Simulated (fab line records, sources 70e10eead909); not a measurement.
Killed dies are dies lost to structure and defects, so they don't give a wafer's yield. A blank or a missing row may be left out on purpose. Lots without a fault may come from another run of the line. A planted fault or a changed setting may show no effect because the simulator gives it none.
fab line records | flow nand_harc | part 1 of 2: steps 1 to 24 of 33
record lots=5 wafers=15 last_day=33
route steps=1302 shown A_STAIRCASE@796
lots that met no fault: from a run of the same line without faults
start_h: hours from the record's first day to the start of the lot's first wafer shown | wait_h: hours since the lot's step before | " the same as in the row above | L1.1+2: a row that stands for several wafers | - no value, or no start given | * or withheld: withheld | < > ~ a bound
route shown NAME@n: a module of which the file shows steps, and the number in the route of the first | usual: mean/standard deviation of fault-free wafers | same: alike in all rows | chamber/n: place in a boat | sites: the reading at each site | _std_site: their standard deviation | _edge_site: outer sites' mean less inner sites' | radius_mm: how far each site lies from the wafer's centre | mask NAME#n: copy n | behind: the tool/chamber that last shaped the wafer | hold: why the lot was held/for how many hours/how that ended | device: the transistor (n, p or np) that didn't switch | end of line: the same wafers' tests at the end of the route | a step without rows: its recipe alone | killed: dies lost to structure and defects at the first sort, not the wafer's yield | map: a wafer's dies, x killed, . not, _ none there
set.NAME: the setting as run; set.NAME@STEP: as run at that earlier step | model.NAME: the simulator's own value behind a step, which no gauge read
lots at some steps of the route; a table a step, a row a wafer
services: from which hour (start_h, from the record's first day; less than 0 if before it) a tool's chamber was out of use, for how many hours, and why
## steps
# step NHARC_A_STAIRCASE_DEP_280
# recipe target_thk_a=300 target_thk_nm=30 temp_c=400 pressure_torr=3.5 flow_sccm=200 rf_w=350 material=SiON
# usual heater_power_outer_w=449/86 heater_power_w=741/110
# columns lot.wafer tool chamber start_h wait_h heater_power_outer_w heater_power_w
L074.2 pecvd-04 1 395.86 1.2 562 789
L074.1 " 2 " " 331 562
L074.6 " 1 " " 556 775
L079.1 pecvd-02 1 426.28 1.6 487 780
L079.3 " 0 " " 370 609
L079.4 " 2 " " 388 702
L086.2 pecvd-01 2 488.80 1.3 365 620
L086.3 " 0 " " 464 804
L086.4 " 1 " " 523 877
L092.2 pecvd-01 1 545.42 1.2 512 898
L092.1 " 2 " " 415 678
L092.5 " 2 " " 409 680
L097.3 pecvd-04 1 597.38 0.9 605 850
L097.4 " 1 " " 595 851
L097.6 " 2 " " 311 536
# step NHARC_A_STAIRCASE_DEHYDRATE_281
# recipe temp_c=150 time_s=120
# usual heater_power_total_W=182.7/1.3
# columns lot.wafer tool chamber start_h wait_h heater_power_total_W
L074.1 litho_track-07 0 396.13 0.2 181.9
L074.2 " 0 " " 183.2
L074.6 " 0 " " 183.7
L079.1 litho_track-02 0 426.55 0.2 180.6
L079.3 " 0 " " 182.7
L079.4 " 0 " " 183.5
L086.2 litho_track-07 0 489.04 0.2 181.5
L086.3 " 0 " " 181.8
L086.4 " 0 " " 184.4
L092.1 litho_track-02 0 545.78 0.3 181.9
L092.2 " 0 " " 183.3
L092.5 " 0 " " 183.0
L097.3 litho_track-05 0 597.65 0.2 180.9
L097.4 " 0 " " 181.1
L097.6 " 0 " " 181.2
# step NHARC_A_STAIRCASE_HMDS_282
# recipe time_s=30
# columns lot.wafer tool chamber start_h wait_h
L074.1+2+6 litho_track-07 0 - -
L079.1+3+4 litho_track-02 0 - -
L086.2+3+4 litho_track-07 0 - -
L092.1+2+5 litho_track-02 0 - -
L097.3+4+6 litho_track-05 0 - -
# step NHARC_A_STAIRCASE_COAT_283
# recipe spin_rpm=1200
# columns lot.wafer tool chamber start_h wait_h
L074.1+2+6 litho_track-07 0 - -
L079.1+3+4 litho_track-02 0 - -
L086.2+3+4 litho_track-07 0 - -
L092.1+2+5 litho_track-02 0 - -
L097.3+4+6 litho_track-05 0 - -
# step NHARC_A_STAIRCASE_SOFTBAKE_284
# recipe temp_c=135 time_s=170
# usual heater_power_total_W=134.5/1
# columns lot.wafer tool chamber start_h wait_h heater_power_total_W
L074.1 litho_track-07 0 - - 133.3
L074.2 " 0 " " 135.7
L074.6 " 0 " " 134.1
L079.1 litho_track-02 0 - - 135.5
L079.3 " 0 " " 135.7
L079.4 " 0 " " 135.4
L086.2 litho_track-07 0 - - 134.3
L086.3 " 0 " " 136.2
L086.4 " 0 " " 136.0
L092.1 litho_track-02 0 - - 133.4
L092.2 " 0 " " 135.6
L092.5 " 0 " " 133.4
L097.3 litho_track-05 0 - - 136.4
L097.4 " 0 " " 133.3
L097.6 " 0 " " 135.0
# step NHARC_A_STAIRCASE_EBR_285
# columns lot.wafer tool chamber start_h wait_h
L074.1+2+6 litho_track-07 0 - -
L079.1+3+4 litho_track-02 0 - -
L086.2+3+4 litho_track-07 0 - -
L092.1+2+5 litho_track-02 0 - -
L097.3+4+6 litho_track-05 0 - -
# step NHARC_A_STAIRCASE_EXPOSE_286
# recipe na=0.5 dose_mj=25.01 mask_id=CHOP_100
# usual focus_offset_nm=0.0/0.52 reticle_temp_C=23.00/0.095
# columns lot.wafer tool chamber start_h wait_h mask focus_offset_nm reticle_temp_C
L074.1 krf_scanner-02 0 396.34 - CHOP_100#0 0.2 23.04
L074.2 " 0 " " CHOP_100#0 -0.5 23.05
L074.6 " 0 " " CHOP_100#0 -0.5 22.98
L079.1 krf_scanner-04 0 426.88 - CHOP_100#0 0.5 23.05
L079.3 " 0 " " CHOP_100#0 0.5 22.95
L079.4 " 0 " " CHOP_100#0 1.2 23.02
L086.2 krf_scanner-04 0 489.38 - CHOP_100#0 0.2 22.94
L086.3 " 0 " " CHOP_100#0 0.4 23.09
L086.4 " 0 " " CHOP_100#0 0.4 23.07
L092.1 krf_scanner-01 0 545.99 - CHOP_100#0 -0.4 22.88
L092.2 " 0 " " CHOP_100#0 -0.1 23.09
L092.5 " 0 " " CHOP_100#0 0.4 22.99
L097.3 krf_scanner-02 0 597.87 - CHOP_100#0 -0.2 22.93
L097.4 " 0 " " CHOP_100#0 -0.6 23.01
L097.6 " 0 " " CHOP_100#0 0.8 22.86
# step NHARC_A_STAIRCASE_PEB_287
# recipe peb_temp_c=115 peb_time_s=130
# usual heater_power_total_W=123.89/0.2
# columns lot.wafer tool chamber start_h wait_h heater_power_total_W
L074.1 litho_track-05 0 396.40 0.1 123.90
L074.2 " 0 " " 123.88
L074.6 " 0 " " 124.03
L079.1 litho_track-02 0 426.95 0.1 124.09
L079.3 " 0 " " 123.60
L079.4 " 0 " " 124.03
L086.2 litho_track-07 0 489.44 0.1 123.68
L086.3 " 0 " " 124.02
L086.4 " 0 " " 124.07
L092.1 litho_track-07 0 546.06 0.1 124.11
L092.2 " 0 " " 123.50
L092.5 " 0 " " 124.04
L097.3 litho_track-02 0 597.92 0.0 124.02
L097.4 " 0 " " 123.76
L097.6 " 0 " " 123.29
# step NHARC_A_STAIRCASE_DEVELOP_288
# recipe time_s=140
# columns lot.wafer tool chamber start_h wait_h
L074.1+2+6 litho_track-05 0 - -
L079.1+3+4 litho_track-02 0 - -
L086.2+3+4 litho_track-07 0 - -
L092.1+2+5 litho_track-07 0 - -
L097.3+4+6 litho_track-02 0 - -
# step NHARC_A_STAIRCASE_HARDBAKE_290
# recipe temp_c=120 time_s=140
# usual heater_power_total_W=127.29/0.21
# columns lot.wafer tool chamber start_h wait_h heater_power_total_W
L074.1 litho_track-02 0 396.62 - 127.09
L074.2 " 0 " " 127.37
L074.6 " 0 " " 127.42
L079.1 litho_track-02 0 427.16 - 127.29
L079.3 " 0 " " 127.45
L079.4 " 0 " " 127.50
L086.2 litho_track-05 0 489.66 - 127.63
L086.3 " 0 " " 127.17
L086.4 " 0 " " 127.60
L092.1 litho_track-02 0 546.28 - 127.33
L092.2 " 0 " " 127.31
L092.5 " 0 " " 127.50
L097.3 litho_track-05 0 598.15 - 127.37
L097.4 " 0 " " 127.32
L097.6 " 0 " " 127.35
# step NHARC_A_STAIRCASE_DESCUM_291
# recipe time_s=3 o2_flow_sccm=200 ar_flow_sccm=0 bias_power_w=0 chemistry=O2
# usual drypump_motor_current_A=5.7/0.49 oes_product_au=1.005/0.0099 rf_vpp_V=57.8/0.91 showerhead_plenum_p_Torr=1.93/0.076 throttle_valve_pct=11.310/0.0088
# same bias_power_w=0
# columns lot.wafer tool chamber start_h wait_h drypump_motor_current_A oes_product_au rf_hours_counter_h rf_vpp_V showerhead_plenum_p_Torr throttle_valve_pct
L074.1 rie_diel-11 3 396.73 - 5.3 1.017 46 58.9 2.02 11.325
L074.2 " 0 " " 6.7 1.000 42 57.8 1.93 11.321
L074.6 " 2 " " 5.4 1.020 - 58.4 1.97 11.334
L079.4 rie_diel-11 0 427.26 - 6.6 1.003 50 57.3 1.93 11.295
L079.3 " 1 " " 5.1 0.998 48 58.4 1.89 11.307
L079.1 " 2 " " 5.4 0.997 55 60.0 1.97 11.310
L086.4 rie_diel-01 2 489.76 - 6.2 1.013 28 57.3 1.78 11.317
L086.3 " 3 " " 5.7 0.997 29 57.0 1.84 11.326
L086.2 " 0 " " 5.5 1.006 34 56.7 2.06 11.318
L092.2 rie_diel-08 3 546.38 - 5.8 1.010 59 58.5 1.87 11.316
L092.1 " 0 " " 5.4 1.004 54 57.0 1.93 11.319
L092.5 " 2 " " 5.6 0.993 - 56.5 1.86 11.311
L097.3 rie_diel-11 1 598.23 - 5.1 0.993 47 57.9 1.88 11.306
L097.4 " 0 " " 6.6 1.005 50 57.9 1.91 11.313
L097.6 " 1 " " 5.1 0.991 - 58.1 1.88 11.305
# step NHARC_A_STAIRCASE_ETCH_292
# recipe cf4_flow_sccm=100 chf3_flow_sccm=30 ar_flow_sccm=0 rf_w=500 bias_w=200 chemistry=CF4/CHF3
# usual chf3_flow_sccm=29.99/0.091 drypump_motor_current_A=5.7/0.49 oes_product_au=0.941/0.023 rf_vpp_V=371.0/2.1 showerhead_plenum_p_Torr=1.59/0.059 throttle_valve_pct=16.802/0.0089
# columns lot.wafer tool chamber start_h wait_h chf3_flow_sccm drypump_motor_current_A oes_product_au rf_hours_counter_h rf_vpp_V showerhead_plenum_p_Torr throttle_valve_pct
L074.1 rie_diel-11 3 396.80 0.1 29.89 5.2 0.939 46 373.7 1.66 16.792
L074.2 " 0 " " 29.92 6.6 0.925 42 370.9 1.59 16.802
L074.6 " 3 " " 29.98 5.2 0.939 - 373.4 1.66 16.793
L079.4 rie_diel-11 1 427.35 0.1 29.87 5.1 0.928 48 369.3 1.56 16.807
L079.3 " 2 " " 29.81 5.4 0.926 55 371.1 1.62 16.804
L079.1 " 3 " " 29.80 5.2 0.943 55 372.0 1.66 16.793
L086.2 rie_diel-01 3 489.84 0.1 29.91 5.7 0.906 29 368.5 1.52 16.810
L086.3 " 0 " " 29.95 5.5 0.926 34 374.4 1.69 16.803
L086.4 " 1 " " 30.08 5.9 0.930 37 372.0 1.59 16.804
L092.2 rie_diel-08 2 546.48 0.1 30.03 5.6 0.923 60 370.7 1.53 16.802
L092.1 " 3 " " 30.02 5.9 0.925 59 369.6 1.54 16.803
L092.5 " 2 " " 30.04 5.6 0.930 - 368.8 1.53 16.813
L097.4 rie_diel-11 1 598.32 0.1 30.05 5.1 0.917 47 369.0 1.55 16.797
L097.3 " 2 " " 29.94 5.4 0.925 47 372.0 1.60 16.810
L097.6 " 0 " " 29.90 6.6 0.929 - 370.1 1.57 16.802
# step NHARC_A_STAIRCASE_HM_OPEN_460
# recipe o2_flow_sccm=400 cos_flow_sccm=20 ar_flow_sccm=0 rf_w=500 bias_w=300 chemistry=O2/COS
# usual drypump_motor_current_A=5.7/0.48 oes_product_au=1.004/0.0095 rf_vpp_V=467.6/2.6 showerhead_plenum_p_Torr=3.15/0.12 throttle_valve_pct=28.330/0.0095
# columns lot.wafer tool chamber start_h wait_h drypump_motor_current_A oes_product_au rf_hours_counter_h rf_vpp_V showerhead_plenum_p_Torr throttle_valve_pct
L074.2 rie_diel-11 2 - - 5.4 1.014 46 469.3 3.21 28.340
L074.1 " 3 " " 5.3 1.028 46 470.5 3.29 28.333
L074.6 " 1 " " 5.1 1.006 - 465.7 3.09 28.323
L079.4 rie_diel-11 0 - - 6.6 0.994 50 467.2 3.15 28.317
L079.3 " 1 " " 5.1 0.999 48 465.7 3.09 28.322
L079.1 " 2 " " 5.4 1.009 55 469.0 3.20 28.313
L086.3 rie_diel-01 1 - - 5.9 1.014 37 467.9 3.15 28.336
L086.2 " 2 " " 6.2 1.028 28 462.0 2.91 28.325
L086.4 " 0 " " 5.4 1.002 34 472.4 3.35 28.322
L092.2 rie_diel-08 3 - - 5.8 0.998 60 465.6 3.06 28.324
L092.1 " 2 " " 5.6 1.002 60 464.3 3.04 28.326
L092.5 " 3 " " 5.9 1.011 - 466.8 3.06 28.332
L097.3 rie_diel-11 2 - - 5.4 1.012 47 468.7 3.18 28.330
L097.4 " 0 " " 6.7 1.014 50 466.5 3.12 28.335
L097.6 " 3 " " 5.2 1.014 - 469.8 3.26 28.340
# step NHARC_A_STAIRCASE_STRIP_461
# recipe o2_flow_sccm=400 cos_flow_sccm=20 ar_flow_sccm=0 bias_w=0 chemistry=O2/COS
# columns lot.wafer tool chamber start_h wait_h
L074.2+1+6 rie_diel-11 0,1,1 - -
L079.3+4+1 rie_diel-11 1,2,3 - -
L086.3+4+2 rie_diel-01 2,3,0 - -
L092.1+2+5 rie_diel-08 3,1,0 - -
L097.3+4+6 rie_diel-11 2,3,0 - -
# step NHARC_A_STAIRCASE_ETCH_452
# recipe target_depth_a=300 overetch_a=30 time_s=16.5 ion_energy_ev=100 cf4_flow_sccm=80 o2_flow_sccm=20 ar_flow_sccm=0 rf_w=300 bias_w=100 chemistry=CF4/O2
# usual drypump_motor_current_A=5.7/0.48 oes_product_au=1.004/0.0099 rf_vpp_V=197.9/1.3 showerhead_plenum_p_Torr=1.35/0.052 throttle_valve_pct=13.398/0.0094
# columns lot.wafer tool chamber start_h wait_h drypump_motor_current_A oes_product_au rf_hours_counter_h rf_vpp_V showerhead_plenum_p_Torr throttle_valve_pct
L074.2 rie_diel-11 0 - - 6.7 1.001 42 198.9 1.35 13.374
L074.1 " 1 " " 5.1 1.007 39 196.1 1.32 13.403
L074.6 " 3 " " 5.2 1.025 - 199.0 1.41 13.373
L079.4 rie_diel-11 0 - - 6.6 1.005 50 197.4 1.35 13.402
L079.1 " 1 " " 5.1 1.011 48 197.2 1.32 13.406
L079.3 " 2 " " 5.4 1.005 55 199.7 1.37 13.399
L086.2 rie_diel-01 2 - - 6.2 1.020 28 195.2 1.24 13.395
L086.4 " 3 " " 5.6 0.992 29 197.2 1.29 13.382
L086.3 " 0 " " 5.4 1.013 34 198.4 1.44 13.405
L092.2 rie_diel-08 3 - - 5.8 1.003 60 196.1 1.31 13.401
L092.1 " 0 " " 5.3 1.009 55 198.1 1.34 13.403
L092.5 " 0 " " 5.3 1.003 - 198.2 1.34 13.390
L097.4 rie_diel-11 3 - - 5.2 1.002 51 199.9 1.40 13.404
L097.3 " 0 " " 6.6 0.994 50 196.0 1.34 13.395
L097.6 " 0 " " 6.6 1.009 - 197.1 1.34 13.412
# step NHARC_A_STAIRCASE_ETCH_294
# recipe target_depth_a=49890 time_s=1211.6 ion_energy_ev=800 c4f8_flow_sccm=80 o2_flow_sccm=60 ar_flow_sccm=withheld rf_w=600 bias_w=3000 chemistry=C4F8/O2/Ar
# usual oes_product_au=0.937/0.011 rf_vpp_V=1829/9.6
# columns lot.wafer tool chamber start_h wait_h oes_product_au rf_hours_counter_h rf_vpp_V
L074.2 rie_diel-11 0 - - 0.926 42 1829
L074.1 " 1 " " 0.934 39 1825
L074.6 " 1 " " 0.926 - 1824
L079.4 rie_diel-11 3 - - 0.936 55 1840
L079.1 " 0 " " 0.925 51 1830
L079.3 " 1 " " 0.945 48 1824
L086.4 rie_diel-01 2 - - 0.943 29 1808
L086.3 " 3 " " 0.924 29 1816
L086.2 " 0 " " 0.925 34 1846
L092.1 rie_diel-08 1 - - 0.950 57 1833
L092.2 " 2 " " 0.930 61 1821
L092.5 " 1 " " 0.945 - 1833
L097.4 rie_diel-11 3 - - 0.928 51 1838
L097.3 " 0 " " 0.936 50 1826
L097.6 " 1 " " 0.920 - 1823
# step NHARC_A_STAIRCASE_STRIP_295
# recipe o2_flow_sccm=500 ar_flow_sccm=0 bias_w=0 chemistry=O2
# usual drypump_motor_current_A=5.7/0.48 oes_product_au=1.004/0.0095 rf_vpp_V=57.9/0.86 showerhead_plenum_p_Torr=3.56/0.13 throttle_valve_pct=17.036/0.01
# columns lot.wafer tool chamber start_h wait_h drypump_motor_current_A oes_product_au rf_hours_counter_h rf_vpp_V showerhead_plenum_p_Torr throttle_valve_pct
L074.2 rie_diel-11 0 - - 6.6 1.004 42 58.7 3.56 17.040
L074.1 " 1 " " 5.1 1.007 39 56.8 3.50 17.026
L074.6 " 3 " " 5.2 1.015 - 57.3 3.72 17.042
L079.4 rie_diel-11 1 - - 5.1 1.018 48 57.2 3.49 17.030
L079.1 " 2 " " 5.4 1.010 56 59.9 3.62 17.033
L079.3 " 3 " " 5.3 1.011 56 58.3 3.71 17.042
L086.3 rie_diel-01 3 - - 5.7 1.000 30 57.7 3.40 17.040
L086.2 " 0 " " 5.5 1.003 34 59.6 3.79 17.017
L086.4 " 3 " " 5.7 0.991 - 58.0 3.40 17.027
L092.2 rie_diel-08 3 - - 5.9 1.000 60 57.0 3.45 17.037
L092.1 " 0 " " 5.4 0.996 55 57.0 3.55 17.029
L092.5 " 2 " " 5.6 0.989 - 58.7 3.43 17.030
L097.4 rie_diel-11 1 - - 5.1 1.000 48 55.8 3.47 17.036
L097.3 " 2 " " 5.4 1.002 47 59.3 3.59 17.047
L097.6 " 1 " " 5.1 0.997 - 57.5 3.47 17.016
# step NHARC_A_STAIRCASE_STRIP_296
# recipe time_s=900 temp_c=130 chemistry=SPM
# usual bath_heat_duty_pct=15.2/1.4
# columns lot.wafer tool chamber start_h wait_h bath_heat_duty_pct
L074.6 wet_bench-09 5 398.43 - 13.8
L074.1 " 6 " " 15.4
L074.2 " 1 " " 14.9
L079.4 wet_bench-01 7 428.96 - 14.5
L079.3 " 1 " " 15.1
L079.1 " 3 " " 16.2
L086.4 wet_bench-01 6 491.52 - 16.4
L086.2 " 0 " " 15.2
L086.3 " 2 " " 15.5
L092.5 wet_bench-09 6 548.42 - 16.0
L092.1 " 1 " " 13.1
L092.2 " 2 " " 14.5
L097.3 wet_bench-01 1 600.29 - 15.5
L097.4 " 2 " " 15.3
L097.6 " 3 " " 15.5
# step NHARC_A_STAIRCASE_PRECLEAN_297
# recipe time_s=* temp_c=50 bath_age_min=0 chemistry=SC1
# usual bath_heat_duty_pct=7.2/0.68
# columns lot.wafer tool chamber start_h wait_h bath_heat_duty_pct
L074.6 wet_bench-09 5 - - 6.2
L074.1 " 6 " " 6.4
L074.2 " 1 " " 6.5
L079.4 wet_bench-01 7 - - 6.0
L079.3 " 1 " " 7.1
L079.1 " 3 " " 6.8
L086.4 wet_bench-01 6 - - 7.1
L086.2 " 0 " " 7.6
L086.3 " 2 " " 7.6
L092.5 wet_bench-09 6 - - 7.4
L092.1 " 1 " " 7.3
L092.2 " 2 " " 8.4
L097.3 wet_bench-01 1 - - 6.8
L097.4 " 2 " " 7.5
L097.6 " 3 " " 7.0
# step NHARC_A_STAIRCASE_SRD_298
# columns lot.wafer tool chamber start_h wait_h
L074.6+1+2 wet_bench-09 5,6,1 - -
L079.4+3+1 wet_bench-01 7,1,3 - -
L086.4+2+3 wet_bench-01 6,0,2 - -
L092.5+1+2 wet_bench-09 6,1,2 - -
L097.3+4+6 wet_bench-01 1,2,3 - -
# step NHARC_A_STAIRCASE_HM_DEP_462
# recipe target_thk_a=8000 temp_c=400 material=aC
# usual throttle_valve_pct=35.000/0.0086
# columns lot.wafer tool chamber start_h wait_h throttle_valve_pct
L074.1 acl_dep-03 0 402.48 3.6 35.012
L074.2 " 0 " " 35.008
L074.6 " 0 404.04 5.1 35.003
L079.1 acl_dep-03 0 434.08 4.6 35.009
L079.3 " 0 " " 34.996
L079.4 " 0 " " 35.003
L086.2 acl_dep-01 0 492.51 0.5 35.005
L086.3 " 0 " " 34.996
L086.4 " 0 " " 35.002
L092.1 acl_dep-03 0 548.93 0.1 35.004
L092.2 " 0 " " 34.989
L092.5 " 0 " " 34.999
L097.3 acl_dep-02 0 601.42 0.7 34.995
L097.4 " 0 " " 34.982
L097.6 " 0 " " 34.990
# step NHARC_A_STAIRCASE_DEP_301
# recipe target_thk_a=300 target_thk_nm=30 temp_c=400 pressure_torr=3.5 flow_sccm=200 rf_w=350 material=SiON
# usual heater_power_outer_w=445/91 heater_power_w=734/110
# columns lot.wafer tool chamber start_h wait_h heater_power_outer_w heater_power_w
L074.1 pecvd-04 2 404.37 1.6 305 534
L074.2 " 1 " " 625 873
L074.6 " 2 " " 308 534
L079.3 pecvd-02 0 436.46 1.5 380 644
L079.1 " 1 " " 496 794
L079.4 " 2 " " 369 722
L086.3 pecvd-02 0 494.06 0.9 338 583
L086.2 " 2 " " 293 582
L086.4 " 0 " " 343 587
L092.1 pecvd-01 2 550.78 1.5 382 605
L092.2 " 0 " " 470 776
L092.5 " 1 " " 495 852
L097.3 pecvd-01 1 602.72 1.0 423 772
L097.6 " 0 " " 439 740
L097.4 " 1 " " 416 778
# step NHARC_A_STAIRCASE_DEHYDRATE_302
# recipe temp_c=150 time_s=120
# usual heater_power_total_W=182.5/1.2
# columns lot.wafer tool chamber start_h wait_h heater_power_total_W
L074.1 litho_track-07 0 404.73 0.3 180.6
L074.2 " 0 " " 183.8
L074.6 " 0 " " 182.5
L079.1 litho_track-05 0 436.70 0.2 183.6
L079.3 " 0 " " 182.9
L079.4 " 0 " " 182.5
L086.2 litho_track-07 0 494.34 0.2 184.9
L086.3 " 0 " " 181.0
L086.4 " 0 " " 183.1
L092.1 litho_track-02 0 551.05 0.2 184.3
L092.2 " 0 " " 181.5
L092.5 " 0 " " 180.9
L097.3 litho_track-02 0 602.94 0.2 182.7
L097.4 " 0 " " 182.5
L097.6 " 0 " " 183.3
# step NHARC_A_STAIRCASE_HMDS_303
# recipe time_s=30
# columns lot.wafer tool chamber start_h wait_h
L074.1+2+6 litho_track-07 0 - -
L079.1+3+4 litho_track-05 0 - -
L086.2+3+4 litho_track-07 0 - -
L092.1+2+5 litho_track-02 0 - -
L097.3+4+6 litho_track-02 0 - -
